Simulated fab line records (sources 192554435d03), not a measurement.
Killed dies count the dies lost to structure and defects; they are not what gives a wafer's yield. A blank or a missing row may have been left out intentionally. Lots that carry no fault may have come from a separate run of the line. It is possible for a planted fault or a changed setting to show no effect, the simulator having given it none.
Chamber matching    flow n5-finfet    rie-diel-01 running N5_DUMMY_GATE_STRIP_40: 4 sister chambers
The step strips in CF4. 20 wafers are shown with their chamber, then 10 later ones without.

## WAFERS, EACH WITH ITS CHAMBER
wafer   chamber  showerhead-plenum-p-Torr (Torr)  drypump-motor-current-A (A)  rf-vpp-V (V)
L075.2  1        1.72                             5.1                          269.4
L075.5  1        1.72                             5.1                          269.5
L075.6  2        1.77                             5.4                          269.0
L078.4  0        1.70                             5.3                          269.6
L078.5  2        1.76                             5.4                          271.3
L078.6  1        1.72                             5.0                          270.7
L081.2  0        1.70                             5.3                          269.2
L081.3  2        1.76                             5.5                          269.8
L081.5  0        1.70                             5.3                          269.7
L084.1  0        1.70                             5.3                          269.2
L084.4  0        1.70                             5.3                          269.6
L084.6  1        1.72                             5.1                          269.9
L085.1  1        1.72                             5.1                          269.7
L085.4  3        1.86                             5.6                          273.1
L085.6  0        1.70                             5.3                          269.4
L087.1  0        1.70                             5.4                          268.7
L087.2  2        1.76                             5.5                          270.3
L087.4  3        1.85                             5.6                          272.1
L091.2  2        1.76                             5.5                          269.6
L091.3  0        1.70                             5.3                          269.6

SIGNATURES (averages over the wafers above)
reading                   chamber 0  chamber 1  chamber 2  chamber 3  scatter within a chamber
showerhead-plenum-p-Torr  1.7000     1.7200     1.7620     1.8550     0.00285
drypump-motor-current-A   5.312      5.080      5.460      5.600      0.0424
rf-vpp-V                  269.375    269.840    270.000    272.600    0.577
Rule: a wafer's distance from a chamber is the root of the sum, over the readings, of the square of ((its reading less the chamber's mean) divided by the reading's scatter). The wafer belongs to the nearest chamber; if the next one is less than 2 further off, it can't be placed. How the scatter is found: for the shown wafers, subtract from each reading the mean of its chamber, square and add these, divide the total by (wafers less chambers), then take the root.

## WAFERS MISSING THEIR CHAMBER
wafer   showerhead-plenum-p-Torr (Torr)  drypump-motor-current-A (A)  rf-vpp-V (V)
L091.4  1.70                             5.3                          268.3
L092.2  1.76                             5.5                          271.6
L092.4  1.85                             5.6                          272.0
L092.6  1.71                             5.1                          270.1
L093.1  1.85                             5.6                          270.6
L093.5  1.85                             5.6                          273.2
L093.6  1.76                             5.5                          270.4
L094.2  1.71                             5.1                          269.9
L094.3  1.76                             5.5                          269.8
L094.5  1.71                             5.1                          269.4

## WHICH CHAMBER EACH ONE RAN IN
wafer   from the rows above  in truth
L091.4  0                    0
L092.2  2                    2
L092.4  3                    3
L092.6  1                    1
L093.1  3                    3
L093.5  3                    3
L093.6  2                    2
L094.2  1                    1
L094.3  2                    2
L094.5  1                    1
Placed correctly: 10 of 10. Number that these rows cannot place: 0. Placed wrongly: 0.
